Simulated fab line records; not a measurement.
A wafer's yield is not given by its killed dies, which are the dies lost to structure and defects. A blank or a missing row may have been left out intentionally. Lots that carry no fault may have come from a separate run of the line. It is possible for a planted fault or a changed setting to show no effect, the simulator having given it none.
Chamber matching + flow n5 finfet + 4 sister chambers for N5_SDB_DESCUM_16 on rie diel-04
The step chemistry O2, time 7.9 s. 4 wafers are shown with their chamber, then 8 later ones without.

## EACH WAFER AND ITS CHAMBER
| wafer  | chamber | drypump motor current A (A) |
|--------|---------|-----------------------------|
| L082.2 | 0       | 4.7                         |
| L085.3 | 2       | 5.8                         |
| L085.5 | 3       | 5.7                         |
| L087.1 | 1       | 5.9                         |

## WAFERS MISSING THEIR CHAMBER
| wafer  | drypump motor current A (A) |
|--------|-----------------------------|
| L087.2 | 4.7                         |
| L087.3 | 5.8                         |
| L087.4 | 4.8                         |
| L087.5 | 5.9                         |
| L087.6 | 5.8                         |
| L094.2 | 5.9                         |
| L094.3 | 5.8                         |
| L094.6 | 5.7                         |

## WHICH CHAMBER EACH ONE RAN IN
| wafer  | from the rows above | in truth                   |
|--------|---------------------|----------------------------|
| L087.2 | 0                   | 0                          |
| L087.3 | 2                   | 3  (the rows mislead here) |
| L087.4 | 0                   | 0                          |
| L087.5 | 1                   | 1                          |
| L087.6 | 2                   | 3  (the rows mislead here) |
| L094.2 | 1                   | 1                          |
| L094.3 | 2                   | 2                          |
| L094.6 | 3                   | 3                          |
6 of 8 placed correctly. From these rows, 0 cannot be placed. Number placed wrongly: 2.
How it was worked out, from the rows above alone: a wafer's distance from a chamber is the root of the sum, over the readings, of the square of ((its reading less the chamber's mean) divided by the reading's scatter). If the next closest chamber is less than 2 further off than the closest, the wafer can't be placed; otherwise it belongs to the closest. A chamber's mean is the mean of its shown wafers. The scatter (one wafer shown for each chamber): square how far every hidden wafer sits from the nearest shown wafer, average those squares and take the square root.
